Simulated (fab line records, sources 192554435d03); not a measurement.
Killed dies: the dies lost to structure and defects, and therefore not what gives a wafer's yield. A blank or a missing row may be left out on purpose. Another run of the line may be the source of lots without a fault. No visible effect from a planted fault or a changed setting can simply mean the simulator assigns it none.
Chamber matching | flow n5-finfet | 3 sister chambers for N5_BEOL_M9_ILD_DEP_00 on pecvd-03
The step deposits SiCOH lowk from DEMS/porogen, target thk 308.51 nm, time 58 s. 3 wafers are shown with their chamber, then 12 later ones without.

## WAFERS, EACH WITH ITS CHAMBER
wafer  | chamber | heater-power-w (W)
L090.5 | 1       | 293
L091.1 | 2       | 441
L091.3 | 0       | 258

## WAFERS WITHOUT THEIR CHAMBER
wafer  | heater-power-w (W)
L093.2 | 452
L093.3 | 226
L093.4 | 371
L094.1 | 444
L094.5 | 369
L094.6 | 397
L096.1 | 238
L096.2 | 407
L096.4 | 251
L095.2 | 425
L095.3 | 427
L095.4 | 303

## CHAMBER TAKEN BY EACH
wafer  | from the rows above          | in truth
L093.2 | 2                            | 2
L093.3 | can't be placed: 0 or 1      | 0
L093.4 | can't be placed: 2 or 1 or 0 | 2
L094.1 | 2                            | 2
L094.5 | can't be placed: 2 or 1 or 0 | 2
L094.6 | can't be placed: 2 or 1      | 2
L096.1 | can't be placed: 0 or 1      | 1
L096.2 | 2                            | 2
L096.4 | can't be placed: 0 or 1      | 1
L095.2 | 2                            | 2
L095.3 | 2                            | 2
L095.4 | can't be placed: 1 or 0      | 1
Placed correctly: 5 of 12. Can't be placed from these rows: 7 (the true chamber is among the candidates in 7). 0 placed wrongly.
How it was worked out, from the rows above alone: a wafer's distance from a chamber is the root of the sum, over the readings, of the square of ((its reading less the chamber's mean) divided by the reading's scatter). The wafer belongs to the nearest chamber; if the next one is less than 2 further off, it can't be placed. For every chamber, the mean is computed from those of its wafers that are shown. The scatter: root of mean squared gap, hidden wafer to nearest shown wafer, with one shown wafer a chamber.
